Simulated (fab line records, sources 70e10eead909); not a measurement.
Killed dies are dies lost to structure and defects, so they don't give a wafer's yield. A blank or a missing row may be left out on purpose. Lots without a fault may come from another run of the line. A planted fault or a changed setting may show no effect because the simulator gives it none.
Chamber matching | flow nand_harc | NHARC_P_M1_DEP_33 on pecvd-04: 3 sister chambers
The step deposits SiCN, target thk 30 nm. 33 wafers are shown with their chamber, then 12 later ones without.

WAFERS WITH THEIR CHAMBER
wafer  | chamber | heater_power_w (W)
L074.3 | 0       | 559
L074.4 | 0       | 555
L074.6 | 1       | 530
L076.1 | 0       | 547
L076.2 | 1       | 544
L076.5 | 0       | 540
L077.2 | 1       | 512
L077.3 | 2       | 650
L077.4 | 0       | 576
L077.1 | 0       | 596
L077.5 | 2       | 655
L077.6 | 1       | 519
L080.1 | 2       | 657
L080.2 | 0       | 651
L080.3 | 1       | 525
L080.4 | 1       | 530
L080.5 | 0       | 636
L080.6 | 2       | 644
L082.1 | 2       | 646
L082.3 | 1       | 612
L082.6 | 0       | 668
L084.1 | 0       | 582
L084.4 | 1       | 594
L084.5 | 0       | 583
L088.1 | 2       | 565
L088.3 | 0       | 619
L088.5 | 0       | 608
L090.1 | 0       | 623
L090.2 | 1       | 584
L090.6 | 1       | 600
L092.1 | 2       | 635
L092.2 | 1       | 536
L092.3 | 0       | 654

SIGNATURES (means of the wafers above)
reading        | chamber 0 | chamber 1 | chamber 2 | scatter within a chamber
heater_power_w | 599.80    | 553.27    | 636.00    | 38
Rule: a wafer's distance from a chamber is the root of the sum, over the readings, of the square of ((its reading less the chamber's mean) divided by the reading's scatter). The wafer belongs to the nearest chamber; if the next one is less than 2 further off, it can't be placed. The scatter: the root of (the sum of the squares of (reading less its chamber's mean) over the shown wafers, divided by (wafers less chambers)).

WAFERS WITHOUT THEIR CHAMBER
wafer  | heater_power_w (W)
L092.4 | 645
L092.5 | 662
L092.6 | 556
L093.3 | 545
L093.4 | 608
L093.5 | 663
L096.2 | 625
L096.3 | 540
L096.4 | 614
L097.2 | 593
L097.3 | 662
L097.6 | 608

WHICH CHAMBER EACH WENT THROUGH
wafer  | from the rows above          | in truth
L092.4 | can't be placed: 2 or 0      | 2
L092.5 | can't be placed: 2 or 0      | 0
L092.6 | can't be placed: 1 or 0      | 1
L093.3 | can't be placed: 1 or 0      | 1
L093.4 | can't be placed: 0 or 2 or 1 | 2
L093.5 | can't be placed: 2 or 0      | 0
L096.2 | can't be placed: 2 or 0 or 1 | 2
L096.3 | can't be placed: 1 or 0      | 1
L096.4 | can't be placed: 0 or 2 or 1 | 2
L097.2 | can't be placed: 0 or 1 or 2 | 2
L097.3 | can't be placed: 2 or 0      | 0
L097.6 | can't be placed: 0 or 2 or 1 | 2
Placed correctly: 0 of 12. Can't be placed from these rows: 12 (the true chamber is among the candidates in 12). Placed wrongly: 0.
